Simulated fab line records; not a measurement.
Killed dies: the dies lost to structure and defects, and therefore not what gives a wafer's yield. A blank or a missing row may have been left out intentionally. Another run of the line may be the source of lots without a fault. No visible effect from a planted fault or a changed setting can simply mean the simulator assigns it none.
fab line records    flow n5_finfet
record lots=7  wafers=21
route steps=1938 shown BEOL_M1@761 BEOL_M3@974 BEOL_M4@1070 BEOL_M5@1119 BEOL_M6@1218 BEOL_M7@1289
start_h: hours from the record's opening day to when the first of the lot's shown wafers began    wait_h: hours since the lot's step before    " identical to the entry in the row above    L1.1+2: a single row standing in for several wafers    - either no value or no given start    * or withheld: withheld    < > ~ a bound
route shown NAME@n: names a module that has steps shown in the file, with the first one's number in the route    usual: average and standard deviation across the fault-free wafers    same: alike in all rows    chamber/n: place in a boat    sites: readings site by site    _std_site: their standard deviation    _edge_site: the outer-site mean with the inner-site mean subtracted    radius_mm: how far each site lies from the wafer's centre    mask NAME#n: copy n    behind: the most recent tool/chamber to have shaped the wafer    hold: why the lot was held/for how many hours/how that ended    device: which transistor (n, p or np) failed to switch    end of line: tests run on the same wafers once the route is complete    a step with no rows: only its recipe    killed: count of dies lost to structure and defects at first sort (not the wafer's yield)    map: per-die view of a wafer (x killed, . not killed, _ where there is no die)
set.NAME: the run value of the setting; set.NAME@STEP: its run value at that earlier step    model.NAME: the simulator's own value behind a step, which no gauge read
lots whose settings were changed on purpose; a table a step, a row a wafer
## steps
# step N5_BEOL_M1_EXPOSE_08
# recipe mask_id=M1  na=0.33  source_shape=dipole  sigma_inner=0.369  sigma_outer=0.767  polarization=unpolarized  dose_mj=33
lot.wafer   tool            chamber  start_h  wait_h  mask  set.dose_mj
L077.1+5+6  euv_scanner-02  0        150.12   -       M1#0  33
L084.2+5    euv_scanner-02  0        188.62   -       M1#0  31.81
L084.6      "               0        "        "       M1#0  33
L086.2+5+6  euv_scanner-02  0        204.64   -       M1#0  33
L087.1+3+4  euv_scanner-02  0        211.12   -       M1#0  33
L090.1      euv_scanner-02  0        222.02   -       M1#0  35.05
L090.3+4    "               0        "        "       M1#0  33
L094.2      euv_scanner-01  0        239.64   -       M1#0  33
L094.4+5    "               0        "        "       M1#0  32.16
L096.2+5    euv_scanner-02  0        251.28   -       M1#0  30.94
L096.6      "               0        "        "       M1#0  33
# step N5_BEOL_M1_PEB_09
# recipe peb_temp_c=100  peb_time_s=60  resist=CAR-EUV
# step N5_BEOL_M1_DEVELOP_10
# recipe develop_time_s=30  developer=TMAH  resist=CAR-EUV  rinse_liquid=surfactant_rinse  dry=air_spin  dev_temp_c=23
# step N5_BEOL_M1_DESCUM_16
# recipe chemistry=O2  time_s=7  source_power_w=50  bias_power_w=20  pressure_mtorr=20  rf_frequency_hz=2.712e+07  temp_c=40  resist=CAR-EUV  o2_flow_sccm=225
# step N5_BEOL_M1_ETCH_74
# recipe chemistry=N2/H2  target=underlayer  target_depth_a=65  mask_material=CAR-EUV  time_s=5.2  ion_energy_ev=200  pressure_mtorr=30  source_w=840  bias_w=150  n2_flow_sccm=200  h2_flow_sccm=200  ends=cleared
lot.wafer  tool         chamber  start_h  wait_h  set.dose_mj@BEOL_M1_EXPOSE_08  model.BEOL_M1.cd_offset_nm
L077.1     rie_diel-05  1        150.41   0.0     33                             0
L077.5+6   "            3,2      "        "       33                             0.2
L084.2+5   rie_diel-04  0,2      189.12   0.0     31.81                          -0.8
L084.6     "            3        "        "       33                             0
L086.2+5   rie_diel-02  3,1      204.92   0.0     33                             0
L086.6     "            0        "        "       33                             -0.2
L087.1+4   rie_diel-04  3,0      212.74   0.0     33                             -0.2
L087.3     "            2        "        "       33                             0
L090.1     rie_diel-02  0        223.27   0.0     35.05                          1
L090.3+4   "            3,2      "        "       33                             0
L094.2     rie_diel-02  0        240.06   0.0     33                             0
L094.4+5   "            1,3      "        "       32.16                          -0.4
L096.2     rie_diel-04  2        251.66   0.0     30.94                          -1.6
L096.5     "            1        "        "       30.94                          -1.4
L096.6     "            0        "        "       33                             -0.4
# step N5_BEOL_M1_ETCH_63
# recipe chemistry=CF4  target=SiARC  target_depth_a=156  mask_material=CAR-EUV  time_s=26  ion_energy_ev=80  pressure_mtorr=40  source_w=545  bias_w=36  Ar_flow_sccm=100  cf4_flow_sccm=100  ends=cleared
lot.wafer  tool         chamber  start_h  wait_h  set.dose_mj@BEOL_M1_EXPOSE_08  model.BEOL_M1.cd_offset_nm
L077.1     rie_diel-05  1        150.42   0.0     33                             0.2
L077.5     "            3        "        "       33                             0
L077.6     "            2        "        "       33                             0.4
L084.2     rie_diel-04  0        189.14   0.0     31.81                          -0.8
L084.5     "            2        "        "       31.81                          -0.6
L084.6     "            3        "        "       33                             0
L086.2+5   rie_diel-02  3,1      204.93   0.0     33                             0
L086.6     "            0        "        "       33                             -0.2
L087.1+4   rie_diel-04  3,0      212.76   0.0     33                             -0.2
L087.3     "            2        "        "       33                             0.2
L090.1     rie_diel-02  0        223.29   0.0     35.05                          1.2
L090.3+4   "            3,2      "        "       33                             0
L094.2     rie_diel-02  0        240.07   0.0     33                             0.2
L094.4+5   "            1,3      "        "       32.16                          -0.4
L096.2+5   rie_diel-04  2,1      251.67   0.0     30.94                          -1.4
L096.6     "            0        "        "       33                             -0.4
# step N5_BEOL_M1_ETCH_64
# recipe chemistry=N2/H2  target=SOC  target_depth_a=750  overetch_a=150  mask_material=SiARC  temp_c=40  time_s=112.5  ion_energy_ev=200  pressure_mtorr=30  source_w=840  bias_w=150  n2_flow_sccm=200  h2_flow_sccm=200
lot.wafer  tool         chamber  start_h  wait_h  set.dose_mj@BEOL_M1_EXPOSE_08  model.BEOL_M1.cd_offset_nm
L077.1+5   rie_diel-05  1,3      150.45   0.0     33                             0
L077.6     "            2        "        "       33                             0.4
L084.2+5   rie_diel-04  0,2      189.17   0.0     31.81                          -0.6
L084.6     "            3        "        "       33                             0
L086.2+5   rie_diel-02  3,1      204.96   0.0     33                             0
L086.6     "            0        "        "       33                             -0.2
L087.1     rie_diel-04  3        212.79   0.0     33                             -0.2
L087.3     "            2        "        "       33                             0.4
L087.4     "            0        "        "       33                             0
L090.1     rie_diel-02  0        223.32   0.0     35.05                          1
L090.3     "            3        "        "       33                             0
L090.4     "            2        "        "       33                             0.2
L094.2     rie_diel-02  0        240.10   0.0     33                             0.2
L094.4     "            1        "        "       32.16                          -0.2
L094.5     "            3        "        "       32.16                          -0.4
L096.2     rie_diel-04  2        251.70   0.0     30.94                          -1.4
L096.5     "            1        "        "       30.94                          -1.6
L096.6     "            0        "        "       33                             -0.4
# step N5_BEOL_M3_ETCH_70
# recipe chemistry=N2/H2  target=SOC  target_depth_a=800  overetch_a=160  mask_material=SiARC  temp_c=40  time_s=120  ion_energy_ev=200  pressure_mtorr=30  source_w=840  bias_w=150  n2_flow_sccm=200  h2_flow_sccm=200
lot.wafer  tool         chamber  start_h  wait_h  set.time_s  model.SiARC_of_BEOL_M3_COAT_68.thk_nm
L077.1     rie_diel-04  2        179.43   0.0     109         6.6
L077.5     "            3        "        "       120         6.4
L077.6     "            2        "        "       120         6.2
L084.2     rie_diel-02  2        233.73   0.0     120         6.4
L084.5     "            2        "        "       145.5       5.2
L084.6     "            3        "        "       145.5       4.8
L086.2+5   rie_diel-02  1        242.68   0.0     120         6
L086.6     "            2        "        "       120         6.2
L087.1     rie_diel-02  1        250.33   0.0     120         6
L087.3     "            3        "        "       100.7       7
L087.4     "            0        "        "       100.7       7.2
L090.1     rie_diel-04  0        258.98   0.0     120         6.2
L090.3     "            1        "        "       120         6.6
L090.4     "            2        "        "       137.6       5.4
L094.2     rie_diel-02  1        289.36   0.0     144.3       5
L094.4     "            2        "        "       120         6.4
L094.5     "            3        "        "       120         6.2
L096.2+6   rie_diel-02  0,2      303.70   0.0     137.1       5.4
L096.5     "            3        "        "       120         6.2
# step N5_BEOL_M4_TRENCH_ETCH_37
# recipe chemistry=C4F6/O2  target_depth_a=555.55  target=SiOC  time_s=29.2  ion_energy_ev=250  pressure_mtorr=30  source_w=355  bias_w=185  Ar_flow_sccm=300  C4F6_flow_sccm=10  O2_flow_sccm=10
# usual rf_vpp_V=667/9.4
lot.wafer  tool         chamber  start_h  wait_h  set.source_w  rf_vpp_V
L077.1     rie_diel-01  1        -        -       355           660
L077.5     "            2        "        "       355           651
L077.6     "            1        "        "       334           680
L084.2     rie_diel-06  1        -        -       291.8         723
L084.5     "            0        "        "       355           678
L084.6     "            3        "        "       291.8         731
L086.2     rie_diel-01  0        -        -       355           671
L086.5     "            0        "        "       355           672
L086.6     "            1        "        "       355           660
L087.1     rie_diel-06  3        -        -       355           663
L087.3     "            2        "        "       305.5         736
L087.4     "            0        "        "       355           678
L090.1     rie_diel-01  3        -        -       308.6         717
L090.3     "            0        "        "       308.6         719
L090.4     "            2        "        "       355           650
L094.2     rie_diel-01  1        -        -       355           672
L094.4     "            1        "        "       355           671
L094.5     "            0        "        "       355           671
L096.2     rie_diel-03  1        -        -       355           661
L096.5     "            2        "        "       325.8         705
L096.6     "            1        "        "       325.8         692
# step N5_BEOL_M5_COAT_71
# recipe resist=underlayer  temp_c=205  time_s=60  spin_rpm=1500  resist_thk_nm=5
lot.wafer   tool            chamber  start_h  wait_h  set.spin_rpm
L077.1+6    litho_track-03  0        -        -       1569
L077.5      "               0        "        "       1500
L084.2+6    litho_track-01  0        -        -       1662
L084.5      "               0        "        "       1500
L086.2+5+6  litho_track-01  0        -        -       1500
L087.1+3+4  litho_track-01  0        -        -       1500
L090.1+3+4  litho_track-03  0        -        -       1500
L094.2+4    litho_track-01  0        -        -       1434
L094.5      "               0        "        "       1500
L096.2+6    litho_track-03  0        -        -       1579
L096.5      "               0        "        "       1500
# step N5_BEOL_M5_COAT_05
# recipe resist=CAR-EUV  spin_rpm=1500  resist_thk_nm=30
# step N5_BEOL_M5_EBR_07
# recipe solvent=PGMEA  ebr_width_mm=1.5
# step N5_BEOL_M5_DESCUM_16
# recipe chemistry=O2  time_s=7  source_power_w=50  bias_power_w=20  pressure_mtorr=20  rf_frequency_hz=2.712e+07  temp_c=40  resist=CAR-EUV  o2_flow_sccm=225
# step N5_BEOL_M5_ETCH_72
# recipe chemistry=N2/H2  target=underlayer  target_depth_a=65  mask_material=CAR-EUV  time_s=5.2  ion_energy_ev=200  pressure_mtorr=30  source_w=840  bias_w=150  n2_flow_sccm=200  h2_flow_sccm=200  ends=cleared
lot.wafer  tool         chamber  start_h  wait_h  set.spin_rpm@BEOL_M5_COAT_71  model.etch.depth_nm
L077.1     rie_diel-04  3        213.94   0.0     1569                          4.882
L077.5     "            2        "        "       1500                          4.986
L077.6     "            3        "        "       1569                          4.876
L084.2     rie_diel-02  1        254.68   0.0     1662                          4.753
L084.5     "            0        "        "       1500                          4.986
L084.6     "            1        "        "       1662                          4.738
L086.2     rie_diel-04  3        276.49   0.0     1500                          5.026
L086.5     "            0        "        "       1500                          5.022
L086.6     "            2        "        "       1500                          5.005
L087.1     rie_diel-02  0        282.04   0.0     1500                          4.999
L087.3     "            3        "        "       1500                          4.998
L087.4     "            1        "        "       1500                          5.012
L090.1     rie_diel-02  0        290.92   0.0     1500                          5.017
L090.3     "            1        "        "       1500                          5.009
L090.4     "            3        "        "       1500                          5.018
L094.2     rie_diel-05  1        307.39   0.0     1434                          5.131
L094.4     "            0        "        "       1434                          5.126
L094.5     "            3        "        "       1500                          5.007
L096.2     rie_diel-02  1        335.07   0.0     1579                          4.89
L096.5     "            1        "        "       1500                          5.013
L096.6     "            2        "        "       1579                          4.883
# step N5_BEOL_M6_COAT_63
# recipe resist=SOC  temp_c=250  time_s=60  spin_rpm=1500  resist_thk_nm=60
lot.wafer   tool            chamber  start_h  wait_h  set.spin_rpm  model.SOC_of_BEOL_M6_COAT_63.thk_nm
L077.1      litho_track-02  0        230.02   0.0     1597          58
L077.5+6    "               0        "        "       1500          59.8
L084.2      litho_track-04  0        270.65   1.5     1603          58.2
L084.5      "               0        "        "       1500          60
L084.6      "               0        "        "       1500          60.2
L086.2+5+6  litho_track-02  0        289.33   0.0     1500          59.8
L087.1+3+4  litho_track-05  0        294.40   0.2     1500          60
L090.1      litho_track-05  0        305.27   0.8     1434          61.4
L090.3      "               0        "        "       1500          59.8
L090.4      "               0        "        "       1434          61.6
L094.2+5    litho_track-04  0        320.34   0.3     1500          60
L094.4      "               0        "        "       1500          60.2
L096.2+5    litho_track-04  0        348.10   0.1     1500          60.2
L096.6      "               0        "        "       1580          58.8
# step N5_BEOL_M6_COAT_22
# recipe resist=CAR-EUV  spin_rpm=1500  resist_thk_nm=30
lot.wafer   tool            chamber  start_h  wait_h  set.spin_rpm  model.CAR-EUV_of_BEOL_M6_COAT_22.thk_nm
L077.1+5+6  litho_track-02  0        -        -       1500          29.8
L084.2+6    litho_track-04  0        -        -       1500          30
L084.5      "               0        "        "       1500          30.2
L086.2+6    litho_track-02  0        -        -       1500          30
L086.5      "               0        "        "       1500          29.8
L087.1+4    litho_track-05  0        -        -       1500          30
L087.3      "               0        "        "       1500          30.2
L090.1+4    litho_track-05  0        -        -       1389          31.2
L090.3      "               0        "        "       1389          31
L094.2+5    litho_track-04  0        -        -       1610          29
L094.4      "               0        "        "       1500          30
L096.2      litho_track-04  0        -        -       1662          28.6
L096.5+6    "               0        "        "       1500          30
# step N5_BEOL_M6_EBR_24
# recipe solvent=PGMEA  ebr_width_mm=1.5
# step N5_BEOL_M6_SOFTBAKE_23
# recipe temp_c=110  time_s=60  resist=CAR-EUV
# step N5_BEOL_M6_ETCH_72
# recipe chemistry=N2/H2  target=underlayer  target_depth_a=65  mask_material=CAR-EUV  time_s=5.2  ion_energy_ev=200  pressure_mtorr=30  source_w=840  bias_w=150  n2_flow_sccm=200  h2_flow_sccm=200  ends=cleared
# step N5_BEOL_M6_ETCH_65
# recipe chemistry=CF4  target=SiARC  target_depth_a=156  mask_material=CAR-EUV  time_s=26  ion_energy_ev=80  pressure_mtorr=40  source_w=545  bias_w=36  Ar_flow_sccm=100  cf4_flow_sccm=100  ends=cleared
# step N5_BEOL_M6_ETCH_66
# recipe chemistry=N2/H2  target=SOC  target_depth_a=800  overetch_a=160  mask_material=SiARC  temp_c=40  time_s=120  ion_energy_ev=200  pressure_mtorr=30  source_w=840  bias_w=150  n2_flow_sccm=200  h2_flow_sccm=200
lot.wafer  tool         chamber  start_h  wait_h  set.spin_rpm@BEOL_M6_COAT_63  model.etch.depth_nm
L077.1     rie_diel-06  1        230.66   0.0     1597                          58.01
L077.5     "            2        "        "       1500                          59.9
L077.6     "            3        "        "       1500                          59.87
L084.2     rie_diel-06  0        271.24   0.0     1603                          58.21
L084.5     "            1        "        "       1500                          60.04
L084.6     "            2        "        "       1500                          60.29
L086.2     rie_diel-03  2        290.02   0.0     1500                          59.84
L086.5     "            0        "        "       1500                          59.75
L086.6     "            1        "        "       1500                          59.89
L087.1     rie_diel-01  2        294.88   0.0     1500                          60.01
L087.3     "            3        "        "       1500                          59.93
L087.4     "            0        "        "       1500                          59.98
L090.1     rie_diel-06  0        306.06   0.0     1434                          61.37
L090.3     "            3        "        "       1500                          59.82
L090.4     "            1        "        "       1434                          61.59
L094.2     rie_diel-03  1        320.93   0.0     1500                          60.07
L094.4     "            2        "        "       1500                          60.21
L094.5     "            3        "        "       1500                          59.97
L096.2     rie_diel-01  1        348.66   0.0     1500                          60.2
L096.5     "            2        "        "       1500                          60.12
L096.6     "            1        "        "       1580                          58.79
# step N5_BEOL_M6_STRIP_69
# recipe chemistry=N2/H2  temp_c=40  n2_flow_sccm=200  h2_flow_sccm=200  rf_frequency_hz=6e+07
# step N5_BEOL_M6_STRIP_73
# recipe chemistry=N2/H2  temp_c=40  n2_flow_sccm=200  h2_flow_sccm=200  rf_frequency_hz=6e+07
# step N5_BEOL_M6_VIA_ETCH_34
# recipe chemistry=C4F6/O2  target=SiCOH_lowk  target_depth_a=1263  mask_material=SOC  taper_deg=4  time_s=50.9  ion_energy_ev=250  pressure_mtorr=30  source_w=345  bias_w=185  Ar_flow_sccm=300  C4F6_flow_sccm=10  O2_flow_sccm=10
lot.wafer  tool         chamber  start_h  wait_h  set.spin_rpm@BEOL_M6_COAT_63  model.SOC_of_BEOL_M6_COAT_63.thk_nm
L077.1     rie_diel-06  1        230.76   0.0     1597                          52
L077.5     "            2        "        "       1500                          53.6
L077.6     "            3        "        "       1500                          53.8
L084.2     rie_diel-06  0        271.34   0.0     1603                          52.2
L084.5+6   "            1,2      "        "       1500                          54
L086.2+6   rie_diel-03  2,1      290.12   0.0     1500                          53.8
L086.5     "            0        "        "       1500                          53.6
L087.1     rie_diel-01  2        294.98   0.0     1500                          54
L087.3     "            3        "        "       1500                          53.8
L087.4     "            0        "        "       1500                          54.2
L090.1     rie_diel-06  0        306.16   0.0     1434                          55.2
L090.3     "            3        "        "       1500                          53.8
L090.4     "            1        "        "       1434                          55.6
L094.2     rie_diel-03  1        321.03   0.0     1500                          53.8
L094.4     "            2        "        "       1500                          54.2
L094.5     "            3        "        "       1500                          54
L096.2     rie_diel-01  1        348.81   0.0     1500                          53.8
L096.5     "            2        "        "       1500                          54.2
L096.6     "            1        "        "       1580                          52.4
# step N5_BEOL_M7_COAT_71
# recipe resist=underlayer  temp_c=205  time_s=60  spin_rpm=1500  resist_thk_nm=5
lot.wafer   tool            chamber  start_h  wait_h  set.spin_rpm
L077.1+5    litho_track-04  0        -        -       1500
L077.6      "               0        "        "       1436
L084.2+5    litho_track-03  0        -        -       1500
L084.6      "               0        "        "       1347
L086.2+5+6  litho_track-04  0        -        -       1500
L087.1      litho_track-03  0        -        -       1404
L087.3+4    "               0        "        "       1500
L090.1+3    litho_track-03  0        -        -       1644
L090.4      "               0        "        "       1500
L094.2+4+5  litho_track-03  0        -        -       1500
L096.2+5    litho_track-03  0        -        -       1561
L096.6      "               0        "        "       1500
# step N5_BEOL_M7_COAT_22
# recipe resist=CAR-EUV  spin_rpm=1500  resist_thk_nm=30
lot.wafer   tool            chamber  start_h  wait_h  set.spin_rpm  model.CAR-EUV_of_BEOL_M7_COAT_22.thk_nm
L077.1+5    litho_track-04  0        -        -       1639          28.6
L077.6      "               0        "        "       1500          30
L084.2      litho_track-03  0        -        -       1500          30
L084.5+6    "               0        "        "       1643          28.6
L086.2+6    litho_track-04  0        -        -       1500          30.2
L086.5      "               0        "        "       1500          30
L087.1+3    litho_track-03  0        -        -       1548          29.4
L087.4      "               0        "        "       1500          30
L090.1+3    litho_track-03  0        -        -       1500          30
L090.4      "               0        "        "       1666          28.6
L094.2+5    litho_track-03  0        -        -       1500          29.8
L094.4      "               0        "        "       1592          29
L096.2+5+6  litho_track-03  0        -        -       1500          30
# step N5_BEOL_M7_EBR_24
# recipe solvent=PGMEA  ebr_width_mm=1.5
# step N5_BEOL_M7_SOFTBAKE_23
# recipe temp_c=110  time_s=60  resist=CAR-EUV
# step N5_BEOL_M7_EXPOSE_25
# recipe mask_id=V6  na=0.33  source_shape=annular  sigma_inner=0.4  sigma_outer=0.8  polarization=unpolarized  target_cd_nm=40  dose_mj=42.5
# step N5_BEOL_M7_PEB_26
# recipe peb_temp_c=100  peb_time_s=60  resist=CAR-EUV
# step N5_BEOL_M7_DEVELOP_27
# recipe develop_time_s=30  developer=TMAH  resist=CAR-EUV  rinse_liquid=surfactant_rinse  dry=air_spin  dev_temp_c=23
lot.wafer   tool            chamber  start_h  wait_h  set.spin_rpm@BEOL_M7_COAT_22  model.CAR-EUV_of_BEOL_M7_COAT_22.thk_nm
L077.1+5    litho_track-03  0        -        -       1639                          28.2
L077.6      "               0        "        "       1500                          29.6
L084.2      litho_track-03  0        -        -       1500                          29.6
L084.5+6    "               0        "        "       1643                          28.2
L086.2+5+6  litho_track-01  0        -        -       1500                          29.6
L087.1+3    litho_track-04  0        -        -       1548                          29
L087.4      "               0        "        "       1500                          29.6
L090.1+3    litho_track-03  0        -        -       1500                          29.6
L090.4      "               0        "        "       1666                          28
L094.2+5    litho_track-04  0        -        -       1500                          29.4
L094.4      "               0        "        "       1592                          28.4
L096.2      litho_track-01  0        -        -       1500                          29.6
L096.5+6    "               0        "        "       1500                          29.4
# step N5_BEOL_M7_DESCUM_33
# recipe chemistry=O2  time_s=7  source_power_w=50  bias_power_w=20  pressure_mtorr=20  rf_frequency_hz=2.712e+07  temp_c=40  resist=CAR-EUV  o2_flow_sccm=225
# step N5_BEOL_M7_ETCH_72
# recipe chemistry=N2/H2  target=underlayer  target_depth_a=65  mask_material=CAR-EUV  time_s=5.2  ion_energy_ev=200  pressure_mtorr=30  source_w=840  bias_w=150  n2_flow_sccm=200  h2_flow_sccm=200  ends=cleared
lot.wafer  tool         chamber  start_h  wait_h  set.spin_rpm@BEOL_M7_COAT_71  set.spin_rpm@BEOL_M7_COAT_22  model.CAR-EUV_of_BEOL_M7_COAT_22.thk_nm  model.etch.depth_nm
L077.1     rie_diel-02  3        238.83   0.0     1500                          1639                          19                                       4.99
L077.5     "            0        "        "       1500                          1639                          19                                       4.987
L077.6     "            1        "        "       1436                          1500                          20.2                                     5.11
L084.2     rie_diel-04  2        277.90   0.0     1500                          1500                          20.4                                     5.018
L084.5     "            0        "        "       1500                          1643                          19                                       5.012
L084.6     "            2        "        "       1347                          1643                          18.8                                     5.274
L086.2     rie_diel-05  1        298.11   0.0     1500                          1500                          20.6                                     5.003
L086.5     "            3        "        "       1500                          1500                          20.4                                     4.991
L086.6     "            0        "        "       1500                          1500                          20.6                                     5.008
L087.1     rie_diel-05  3        303.19   0.0     1404                          1548                          19.6                                     5.17
L087.3     "            0        "        "       1500                          1548                          20                                       5.016
L087.4     "            2        "        "       1500                          1500                          20.4                                     5.005
L090.1     rie_diel-05  1        316.81   0.0     1644                          1500                          20.6                                     4.768
L090.3     "            0        "        "       1644                          1500                          20.8                                     4.778
L090.4     "            2        "        "       1500                          1666                          18.8                                     5.001
L094.2     rie_diel-05  1        330.66   0.0     1500                          1500                          20.2                                     5.006
L094.4     "            2        "        "       1500                          1592                          19.2                                     5.008
L094.5     "            3        "        "       1500                          1500                          20.2                                     5.01
L096.2+5   rie_diel-02  3,0      357.60   0.0     1561                          1500                          20.4                                     4.908
L096.6     "            1        "        "       1500                          1500                          20.4                                     4.976
# step N5_BEOL_M7_TRENCH_ETCH_37
# recipe chemistry=C4F6/O2  target_depth_a=934.78  target=SiCOH_lowk  time_s=31.2  ion_energy_ev=250  pressure_mtorr=30  source_w=345  bias_w=185  Ar_flow_sccm=300  C4F6_flow_sccm=10  O2_flow_sccm=10
# usual rf_vpp_V=670/11
lot.wafer  tool         chamber  start_h  wait_h  set.bias_w  rf_vpp_V
L077.1     rie_diel-02  3        -        -       173.1       634
L077.5     "            0        "        "       185         675
L077.6     "            1        "        "       173.1       638
L084.2     rie_diel-04  2        -        -       185         687
L084.5     "            0        "        "       185         672
L084.6     "            2        "        "       168.9       639
L086.2     rie_diel-05  1        -        -       185         666
L086.5     "            3        "        "       185         666
L086.6     "            0        "        "       185         697
L087.1     rie_diel-05  3        -        -       175.1       639
L087.3     "            0        "        "       175.1       666
L087.4     "            2        "        "       185         656
L090.1     rie_diel-05  1        -        -       185         666
L090.3     "            0        "        "       158.6       617
L090.4     "            2        "        "       158.6       580
L094.2     rie_diel-05  1        -        -       216.2       753
L094.4     "            2        "        "       185         656
L094.5     "            3        "        "       185         666
L096.2     rie_diel-02  3        -        -       185         667
L096.5     "            0        "        "       200.6       718
L096.6     "            1        "        "       185         673
## key
split step=N5_BEOL_M1_EXPOSE_08  setting=dose_mj  stated=33  by=wafer
response step=N5_BEOL_M1_ETCH_74  reading=model.BEOL_M1.cd_offset_nm  change=+0.175  per=1%  r=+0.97
response step=N5_BEOL_M1_ETCH_63  reading=model.BEOL_M1.cd_offset_nm  change=+0.183  per=1%  r=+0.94
response step=N5_BEOL_M1_ETCH_64  reading=model.BEOL_M1.cd_offset_nm  change=+0.164  per=1%  r=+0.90
split step=N5_BEOL_M3_ETCH_70  setting=time_s  stated=120  by=wafer
response step=N5_BEOL_M3_ETCH_70  reading=model.SiARC_of_BEOL_M3_COAT_68.thk_nm  change=-0.0632  per=1%  r=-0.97
split step=N5_BEOL_M4_TRENCH_ETCH_37  setting=source_w  stated=355  by=wafer
response step=N5_BEOL_M4_TRENCH_ETCH_37  reading=rf_vpp_V  change=-4  per=1%  r=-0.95
split step=N5_BEOL_M5_COAT_71  setting=spin_rpm  stated=1500  by=wafer
response step=N5_BEOL_M5_ETCH_72  reading=model.etch.depth_nm  change=-0.0232  per=1%  r=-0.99
split step=N5_BEOL_M6_COAT_63  setting=spin_rpm  stated=1500  by=wafer
response step=N5_BEOL_M6_COAT_63  reading=model.SOC_of_BEOL_M6_COAT_63.thk_nm  change=-0.29  per=1%  r=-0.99
response step=N5_BEOL_M6_ETCH_66  reading=model.etch.depth_nm  change=-0.293  per=1%  r=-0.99
response step=N5_BEOL_M6_VIA_ETCH_34  reading=model.SOC_of_BEOL_M6_COAT_63.thk_nm  change=-0.285  per=1%  r=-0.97
split step=N5_BEOL_M6_COAT_22  setting=spin_rpm  stated=1500  by=wafer
response step=N5_BEOL_M6_COAT_22  reading=model.CAR-EUV_of_BEOL_M6_COAT_22.thk_nm  change=-0.132  per=1%  r=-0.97
split step=N5_BEOL_M7_COAT_71  setting=spin_rpm  stated=1500  by=wafer
response step=N5_BEOL_M7_ETCH_72  reading=model.etch.depth_nm  change=-0.0245  per=1%  r=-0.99
split step=N5_BEOL_M7_COAT_22  setting=spin_rpm  stated=1500  by=wafer
response step=N5_BEOL_M7_COAT_22  reading=model.CAR-EUV_of_BEOL_M7_COAT_22.thk_nm  change=-0.14  per=1%  r=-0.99
response step=N5_BEOL_M7_DEVELOP_27  reading=model.CAR-EUV_of_BEOL_M7_COAT_22.thk_nm  change=-0.15  per=1%  r=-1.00
response step=N5_BEOL_M7_ETCH_72  reading=model.CAR-EUV_of_BEOL_M7_COAT_22.thk_nm  change=-0.157  per=1%  r=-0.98
split step=N5_BEOL_M7_TRENCH_ETCH_37  setting=bias_w  stated=185  by=wafer
response step=N5_BEOL_M7_TRENCH_ETCH_37  reading=rf_vpp_V  change=+5.05  per=1%  r=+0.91
